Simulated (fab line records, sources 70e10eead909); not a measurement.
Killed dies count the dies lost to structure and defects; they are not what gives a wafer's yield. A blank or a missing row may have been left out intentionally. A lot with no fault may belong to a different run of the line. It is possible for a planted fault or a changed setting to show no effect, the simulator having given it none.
The tool behind it: which one? / flow nand_harc / 13 lots with 39 wafers sampled at 6 steps, on a route of 1302 steps

WHAT THE GAUGES SHOWED, per wafer
NHARC_A_SOURCE_PLATE_THK_MEAS_09: measures by ellipsometry. Usual: thk_nm 9.8 nm, standard deviation 1.
lot=L796; measured=day 7 03:06; on=film_metro-01; thk_nm (nm)=10.3 11.2 11.2; flag=
lot=L797; measured=day 7 12:31; on=film_metro-01; thk_nm (nm)=10.5 9.6 11.5; flag=
lot=L798; measured=day 8 05:19; on=film_metro-02; thk_nm (nm)=8.7 8.3 9.9; flag=
lot=L799; measured=day 8 05:20; on=film_metro-01; thk_nm (nm)=10.1 9.9 8.4; flag=
lot=L800; measured=day 9 00:25; on=film_metro-01; thk_nm (nm)=9.9 10.2 8.7; flag=
lot=L801; measured=day 9 00:25; on=film_metro-02; thk_nm (nm)=10.1 10.5 9.1; flag=
lot=L802; measured=day 9 10:30; on=film_metro-01; thk_nm (nm)=8.5 9.2 11.7; flag=
lot=L803; measured=day 9 21:50; on=film_metro-02; thk_nm (nm)=9.3 10.7 11.0; flag=
lot=L806; measured=day 11 06:41; on=film_metro-01; thk_nm (nm)=8.6 9.0 8.1; flag=
lot=L809; measured=day 12 11:05; on=film_metro-01; thk_nm (nm)=11.0 9.0 9.8; flag=
lot=L814; measured=day 14 11:12; on=film_metro-01; thk_nm (nm)=9.6 9.7 11.0; flag=
lot=L815; measured=day 15 07:03; on=film_metro-01; thk_nm (nm)=8.9 9.2 8.3; flag=
lot=L816; measured=day 15 11:28; on=film_metro-02; thk_nm (nm)=10.1 9.1 10.6; flag=

NHARC_A_ONON_D1_THK_MEAS_02: measures by ellipsometry. Usual: thk_nm 1000 nm, standard deviation 9.4.
lot=L796; measured=day 7 16:51; on=film_metro-01; thk_nm (nm)=1011 1012 1011; flag=
lot=L797; measured=day 8 04:54; on=film_metro-02; thk_nm (nm)=1000 1000 998; flag=
lot=L798; measured=day 8 18:28; on=film_metro-02; thk_nm (nm)=984 982 981; flag=
lot=L799; measured=day 8 18:28; on=film_metro-01; thk_nm (nm)=995 992 994; flag=
lot=L800; measured=day 9 13:37; on=film_metro-02; thk_nm (nm)=1004 1004 1005; flag=
lot=L801; measured=day 9 13:37; on=film_metro-01; thk_nm (nm)=998 995 997; flag=
lot=L802; measured=day 9 23:44; on=film_metro-01; thk_nm (nm)=1000 999 1001; flag=
lot=L803; measured=day 10 11:31; on=film_metro-02; thk_nm (nm)=997 997 997; flag=
lot=L806; measured=day 11 20:11; on=film_metro-01; thk_nm (nm)=994 995 995; flag=
lot=L809; measured=day 13 00:16; on=film_metro-02; thk_nm (nm)=1007 1008 1005; flag=
lot=L814; measured=day 15 00:41; on=film_metro-01; thk_nm (nm)=1026 1491 1024; flag=OFF
lot=L815; measured=day 15 20:10; on=film_metro-02; thk_nm (nm)=1477 1011 1480; flag=OFF
lot=L816; measured=day 16 00:59; on=film_metro-02; thk_nm (nm)=1001 999 1466; flag=OFF

NHARC_END_SORT_01. Usual: killed_at_array 54, standard deviation 21; killed_at_other 1.0, standard deviation 1.2; killed_at_periphery 3.6, standard deviation 2.6; killed_dies 58, standard deviation 20; killed_open 3.3, standard deviation 1.9; killed_short 2.6, standard deviation 1.5.
lot=L814; measured=day 31 20:32; on=prober-02; killed_at_array=66 672 69; killed_at_other=1 2 0; killed_at_periphery=6 3 1; killed_dies=73 677 70; killed_open=6 2 6; killed_short=2 4 4; flag=OFF
lot=L815; measured=day 32 21:08; on=prober-01; killed_at_array=671 70 671; killed_at_other=0 1 0; killed_at_periphery=6 4 6; killed_dies=677 75 677; killed_open=7 1 6; killed_short=4 3 2; flag=OFF
lot=L816; measured=day 32 21:00; on=prober-02; killed_at_array=38 56 675; killed_at_other=1 0 1; killed_at_periphery=3 2 1; killed_dies=42 58 677; killed_open=4 2 1; killed_short=3 3 5; flag=OFF

WHAT TOOL EACH LOT RAN ON (gives the tool, then ch and the chambers of the sampled wafers, and finally the start)
lot=L796; NHARC_P_BONDPAD_ETCH_12=rie_diel-11 ch 0,2,3, day 7 03:06 or earlier; NHARC_P_BONDPAD_PVD_27=pvd_sputter-03, day 7 03:06 or earlier; NHARC_A_ONON_D1_DEP_00=pecvd_onon-04 ch 0, day 7 16:31
lot=L797; NHARC_P_BONDPAD_ETCH_12=rie_diel-04 ch 2,3, day 7 12:31 or earlier; NHARC_P_BONDPAD_PVD_27=pvd_sputter-03, day 7 12:31 or earlier; NHARC_A_ONON_D1_DEP_00=pecvd_onon-04 ch 0, day 8 04:31
lot=L798; NHARC_P_BONDPAD_ETCH_12=rie_diel-12 ch 0,2, day 8 05:19 or earlier; NHARC_P_BONDPAD_PVD_27=pvd_sputter-02, day 8 05:19 or earlier; NHARC_A_ONON_D1_DEP_00=pecvd_onon-01 ch 0, day 8 17:58
lot=L799; NHARC_P_BONDPAD_ETCH_12=rie_diel-04 ch 1,2,3, day 8 05:20 or earlier; NHARC_P_BONDPAD_PVD_27=pvd_sputter-01, day 8 05:20 or earlier; NHARC_A_ONON_D1_DEP_00=pecvd_onon-04 ch 0, day 8 18:05
lot=L800; NHARC_P_BONDPAD_ETCH_12=rie_diel-12 ch 0,2, day 9 00:25 or earlier; NHARC_P_BONDPAD_PVD_27=pvd_sputter-02, day 9 00:25 or earlier; NHARC_A_ONON_D1_DEP_00=pecvd_onon-01 ch 0, day 9 13:14
lot=L801; NHARC_P_BONDPAD_ETCH_12=rie_diel-11 ch 1,2,3, day 9 00:25 or earlier; NHARC_P_BONDPAD_PVD_27=pvd_sputter-01, day 9 00:25 or earlier; NHARC_A_ONON_D1_DEP_00=pecvd_onon-04 ch 0, day 9 13:09
lot=L802; NHARC_P_BONDPAD_ETCH_12=rie_diel-12 ch 0,1,3, day 9 10:30 or earlier; NHARC_P_BONDPAD_PVD_27=pvd_sputter-01, day 9 10:30 or earlier; NHARC_A_ONON_D1_DEP_00=pecvd_onon-01 ch 0, day 9 23:14
lot=L803; NHARC_P_BONDPAD_ETCH_12=rie_diel-11 ch 0,1,3, day 9 21:50 or earlier; NHARC_P_BONDPAD_PVD_27=pvd_sputter-02, day 9 21:50 or earlier; NHARC_A_ONON_D1_DEP_00=pecvd_onon-01 ch 0, day 10 11:01
lot=L806; NHARC_P_BONDPAD_ETCH_12=rie_diel-04 ch 0,3, day 11 06:41 or earlier; NHARC_P_BONDPAD_PVD_27=pvd_sputter-03, day 11 06:41 or earlier; NHARC_A_ONON_D1_DEP_00=pecvd_onon-01 ch 0, day 11 19:44
lot=L809; NHARC_P_BONDPAD_ETCH_12=rie_diel-04 ch 0,1,2, day 12 11:05 or earlier; NHARC_P_BONDPAD_PVD_27=pvd_sputter-01, day 12 11:05 or earlier; NHARC_A_ONON_D1_DEP_00=pecvd_onon-01 ch 0, day 12 23:52
lot=L814; NHARC_P_BONDPAD_ETCH_12=rie_diel-04 ch 0,2, day 14 11:12 or earlier; NHARC_P_BONDPAD_PVD_27=pvd_sputter-02, day 14 11:12 or earlier; NHARC_A_ONON_D1_DEP_00=pecvd_onon-04 ch 0, day 15 00:10
lot=L815; NHARC_P_BONDPAD_ETCH_12=rie_diel-11 ch 0,1, day 15 07:03 or earlier; NHARC_P_BONDPAD_PVD_27=pvd_sputter-01, day 15 07:03 or earlier; NHARC_A_ONON_D1_DEP_00=pecvd_onon-04 ch 0, day 15 19:49
lot=L816; NHARC_P_BONDPAD_ETCH_12=rie_diel-12 ch 0,1,2, day 15 11:28 or earlier; NHARC_P_BONDPAD_PVD_27=pvd_sputter-03, day 15 11:28 or earlier; NHARC_A_ONON_D1_DEP_00=pecvd_onon-04 ch 0, day 16 00:28
- NHARC_P_BONDPAD_ETCH_12: etches the open film in CHF3/O2, target depth 200 nm, time 100 s.
- NHARC_P_BONDPAD_PVD_27: deposits Cu, target thk 30 nm, time 20.49 s.
- NHARC_A_ONON_D1_DEP_00: target thk 1000 nm.

WHAT THE TOOLS THEMSELVES READ (means of the sampled wafers that have a number; where no wafer has one, the mark that the record gives instead)
NHARC_P_BONDPAD_ETCH_12. Usual: chf3_flow_sccm 50.00 sccm, standard deviation 0.14; drypump_motor_current_A 5.8 A, standard deviation 0.49; oes_product_au 0.949 a.u., standard deviation 0.023; rf_vpp_V 370.9 V, standard deviation 2; showerhead_plenum_p_Torr 2.42 Torr, standard deviation 0.083; throttle_valve_pct 20.573 %, standard deviation 0.0092.
lot=L796; tool=rie_diel-11; chf3_flow_sccm (sccm)=49.93; drypump_motor_current_A (A)=6.1; oes_product_au (a.u.)=0.975; rf_vpp_V (V)=372.9; showerhead_plenum_p_Torr (Torr)=2.50; throttle_valve_pct (%)=20.571; flag=
lot=L797; tool=rie_diel-04; chf3_flow_sccm (sccm)=49.97; drypump_motor_current_A (A)=5.5; oes_product_au (a.u.)=0.928; rf_vpp_V (V)=370.4; showerhead_plenum_p_Torr (Torr)=2.37; throttle_valve_pct (%)=20.586; flag=
lot=L798; tool=rie_diel-12; chf3_flow_sccm (sccm)=49.93; drypump_motor_current_A (A)=5.6; oes_product_au (a.u.)=0.924; rf_vpp_V (V)=370.1; showerhead_plenum_p_Torr (Torr)=2.40; throttle_valve_pct (%)=20.574; flag=
lot=L799; tool=rie_diel-04; chf3_flow_sccm (sccm)=50.01; drypump_motor_current_A (A)=5.8; oes_product_au (a.u.)=0.917; rf_vpp_V (V)=369.2; showerhead_plenum_p_Torr (Torr)=2.34; throttle_valve_pct (%)=20.578; flag=
lot=L800; tool=rie_diel-12; chf3_flow_sccm (sccm)=50.16; drypump_motor_current_A (A)=5.6; oes_product_au (a.u.)=0.961; rf_vpp_V (V)=370.0; showerhead_plenum_p_Torr (Torr)=2.40; throttle_valve_pct (%)=20.580; flag=
lot=L801; tool=rie_diel-11; chf3_flow_sccm (sccm)=50.08; drypump_motor_current_A (A)=5.9; oes_product_au (a.u.)=0.929; rf_vpp_V (V)=372.5; showerhead_plenum_p_Torr (Torr)=2.50; throttle_valve_pct (%)=20.569; flag=
lot=L802; tool=rie_diel-12; chf3_flow_sccm (sccm)=50.04; drypump_motor_current_A (A)=5.3; oes_product_au (a.u.)=0.980; rf_vpp_V (V)=370.3; showerhead_plenum_p_Torr (Torr)=2.42; throttle_valve_pct (%)=20.575; flag=
lot=L803; tool=rie_diel-11; chf3_flow_sccm (sccm)=50.06; drypump_motor_current_A (A)=6.2; oes_product_au (a.u.)=0.930; rf_vpp_V (V)=372.6; showerhead_plenum_p_Torr (Torr)=2.47; throttle_valve_pct (%)=20.581; flag=
lot=L806; tool=rie_diel-04; chf3_flow_sccm (sccm)=49.91; drypump_motor_current_A (A)=5.5; oes_product_au (a.u.)=0.937; rf_vpp_V (V)=371.6; showerhead_plenum_p_Torr (Torr)=2.42; throttle_valve_pct (%)=20.568; flag=
lot=L809; tool=rie_diel-04; chf3_flow_sccm (sccm)=49.95; drypump_motor_current_A (A)=5.9; oes_product_au (a.u.)=0.915; rf_vpp_V (V)=369.0; showerhead_plenum_p_Torr (Torr)=2.33; throttle_valve_pct (%)=20.574; flag=
lot=L814; tool=rie_diel-04; chf3_flow_sccm (sccm)=49.99; drypump_motor_current_A (A)=5.8; oes_product_au (a.u.)=0.928; rf_vpp_V (V)=369.4; showerhead_plenum_p_Torr (Torr)=2.36; throttle_valve_pct (%)=20.579; flag=
lot=L815; tool=rie_diel-11; chf3_flow_sccm (sccm)=50.16; drypump_motor_current_A (A)=6.2; oes_product_au (a.u.)=0.942; rf_vpp_V (V)=372.6; showerhead_plenum_p_Torr (Torr)=2.49; throttle_valve_pct (%)=20.571; flag=
lot=L816; tool=rie_diel-12; chf3_flow_sccm (sccm)=50.06; drypump_motor_current_A (A)=5.5; oes_product_au (a.u.)=0.968; rf_vpp_V (V)=371.5; showerhead_plenum_p_Torr (Torr)=2.42; throttle_valve_pct (%)=20.575; flag=

NHARC_P_BONDPAD_PVD_27. Usual: throttle_valve_pct 29.7 %, standard deviation 1.1.
lot=L796; tool=pvd_sputter-03; throttle_valve_pct (%)=29.8; flag=
lot=L797; tool=pvd_sputter-03; throttle_valve_pct (%)=29.6; flag=
lot=L798; tool=pvd_sputter-02; throttle_valve_pct (%)=28.7; flag=
lot=L799; tool=pvd_sputter-01; throttle_valve_pct (%)=30.7; flag=
lot=L800; tool=pvd_sputter-02; throttle_valve_pct (%)=28.9; flag=
lot=L801; tool=pvd_sputter-01; throttle_valve_pct (%)=30.0; flag=
lot=L802; tool=pvd_sputter-01; throttle_valve_pct (%)=30.7; flag=
lot=L803; tool=pvd_sputter-02; throttle_valve_pct (%)=29.6; flag=
lot=L806; tool=pvd_sputter-03; throttle_valve_pct (%)=29.8; flag=
lot=L809; tool=pvd_sputter-01; throttle_valve_pct (%)=30.4; flag=
lot=L814; tool=pvd_sputter-02; throttle_valve_pct (%)=28.4; flag=
lot=L815; tool=pvd_sputter-01; throttle_valve_pct (%)=30.1; flag=
lot=L816; tool=pvd_sputter-03; throttle_valve_pct (%)=28.9; flag=

THE ANSWER, worked out from the rows above alone
Rule: a lot is off if the mean of its wafers that have a number lies more than 3 standard deviations from the usual mean. A lot without any number at a reading at which 4 lots or more have one is off too. All remaining lots with rows at the step are treated as sound. First the gauges in route order, then the tools' own readings, where a lot's mean is used as printed above. The first step at which some lot is off is used, and at that step the reading that is off furthest; a lot without a number counts as furthest.
Off, at NHARC_A_ONON_D1_THK_MEAS_02 on thk_nm: L814, L815, L816.
If a tool, at a process step before that reading, ran all the lots that are off and no sound lot after the first of them, it fits. Not tried: the gauges at NHARC_A_ONON_D1_THK_MEAS_02; whatever is off there is also off at NHARC_END_SORT_01, on other tools, and gauge error can't account for it. NHARC_P_BONDPAD_ETCH_12 gives no start for some lots, so the hours and the order of its lots are those of NHARC_A_SOURCE_PLATE_THK_MEAS_09. NHARC_P_BONDPAD_PVD_27 gives no start for some lots, so the hours and the order of its lots are those of NHARC_A_SOURCE_PLATE_THK_MEAS_09. One candidate fits, namely pecvd_onon-04 at NHARC_A_ONON_D1_DEP_00. A fault onset in the window from L801 (day 9 13:09, its last sound lot) to L814 (day 15 00:10, its first lot off) fits.

WHAT THE SIMULATOR HAD INSERTED
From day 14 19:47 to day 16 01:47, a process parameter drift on pecvd_onon-04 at NHARC_A_ONON_D1_DEP_00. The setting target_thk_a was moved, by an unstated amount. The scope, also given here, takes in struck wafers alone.
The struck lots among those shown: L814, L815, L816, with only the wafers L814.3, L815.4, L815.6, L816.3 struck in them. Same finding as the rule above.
